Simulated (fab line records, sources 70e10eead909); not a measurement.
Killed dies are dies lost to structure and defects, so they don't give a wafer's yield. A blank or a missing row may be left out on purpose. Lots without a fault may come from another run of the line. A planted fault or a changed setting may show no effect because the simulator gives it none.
Which tool did it? | flow nand_harc | 12 lots, 36 wafers sampled, at 2 steps of a route of 1302

WHAT THE GAUGES READ, wafer by wafer
NHARC_A_CONTACT_INSPECT_10.
lot  | measured     | on                | raw_defect_count
L074 | day 22 19:46 | defect_inspect-01 | 60 48 41
L077 | day 23 13:56 | defect_inspect-01 | 107 101 108
L080 | day 24 01:38 | defect_inspect-01 | 101 113 105
L081 | day 24 21:25 | defect_inspect-02 | 45 36 33
L082 | day 25 21:45 | defect_inspect-02 | 34 28 28
L085 | day 26 22:48 | defect_inspect-02 | 149 132 154
L087 | day 27 04:09 | defect_inspect-02 | 88 92 73
L088 | day 27 21:22 | defect_inspect-01 | 70 78 61
L091 | day 29 19:04 | defect_inspect-01 | 74 88 81
L094 | day 30 02:11 | defect_inspect-02 | 76 79 84
L095 | day 31 00:55 | defect_inspect-02 | 84 71 66
L097 | day 31 07:01 | defect_inspect-01 | 32 40 46

WHICH TOOL RAN EACH LOT (tool, then ch and the chambers of the sampled wafers, then the start)
lot  | NHARC_A_CONTACT_DEP_84
L074 | acl_dep-03 ch 0, day 22 17:11
L077 | acl_dep-03 ch 0, day 23 12:12
L080 | acl_dep-03 ch 0, day 23 23:33
L081 | acl_dep-01 ch 0, day 24 19:05
L082 | acl_dep-01 ch 0, day 25 19:27
L085 | acl_dep-01 ch 0, day 26 20:46
L087 | acl_dep-01 ch 0, day 27 01:33
L088 | acl_dep-01 ch 0, day 27 19:03
L091 | acl_dep-01 ch 0, day 29 16:53
L094 | acl_dep-01 ch 0, day 29 23:52
L095 | acl_dep-01 ch 0, day 30 22:34
L097 | acl_dep-03 ch 0, day 31 04:44
- NHARC_A_CONTACT_DEP_84: deposits aC, target thk 2800 nm.

THE ANSWER, worked out from the rows above alone
Rule: what is usual is taken from the lots themselves. Put in order of their means at a reading, lots are off if they are a third of the lots or fewer, leave a main group of 4 or more, and stand apart from it by a gap of 3 or more times the standard deviation of the main group's means; of several such gaps the widest counts. A main group whose means are all the same, to the digits that the tables above print for the reading, isn't used. A lot without any number at a reading at which 4 lots or more have one is off too. The other lots that the step has rows for count as sound.
No lot is off at any reading shown: from this, nothing can be told.

WHAT THE SIMULATOR HAD PUT IN
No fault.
